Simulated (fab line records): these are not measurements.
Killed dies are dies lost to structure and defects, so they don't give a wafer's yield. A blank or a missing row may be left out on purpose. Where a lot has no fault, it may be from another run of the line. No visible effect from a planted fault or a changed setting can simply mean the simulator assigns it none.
What tool caused it? -- flow n5-finfet -- route of 1938 steps, sampled at 1 step: 12 lots, 36 wafers

== WHAT THE GAUGES READ, wafer by wafer ==
N5_BEOL_M3_INSPECT_13: inspects for defects (brightfield).
lot,measured,on,raw-defect-count
L074,day 7 09:24,defect-inspect-02,584 524 557
L077,day 7 16:30,defect-inspect-01,512 491 333
L079,day 8 09:26,defect-inspect-02,387 288 435
L081,day 8 17:34,defect-inspect-01,355 481 455
L083,day 9 09:27,defect-inspect-02,262 232 344
L085,day 9 20:01,defect-inspect-02,291 299 345
L088,day 12 08:39,defect-inspect-02,411 549 622
L095,day 12 10:55,defect-inspect-01,341 276 353
L089,day 12 14:19,defect-inspect-02,507 373 376
L093,day 12 15:07,defect-inspect-01,362 350 454
L090,day 12 17:23,defect-inspect-01,395 367 346
L097,day 12 20:19,defect-inspect-01,485 482 596

== EACH LOT AND THE TOOL THAT RAN IT (in order: tool; ch and the chambers of the sampled wafers; start) ==
No process step before these readings appears in the record.

== THE ANSWER, worked out from the rows above alone ==
Rule: usual is defined by the lots themselves. Put in order of their means at a reading, lots are off if they are a third of the lots or fewer, leave a main group of 4 or more, and stand apart from it by a gap of 3 or more times the standard deviation of the main group's means; of several such gaps the widest counts. If all means in a main group match to the digits the tables above print for the reading, that group is not used. Also off: a lot with no number at a reading for which 4 or more lots have one. The other lots that the step has rows for count as sound.
No lot is off on any of the readings shown, so nothing can be concluded from this.

== WHAT THE SIMULATOR PUT IN ==
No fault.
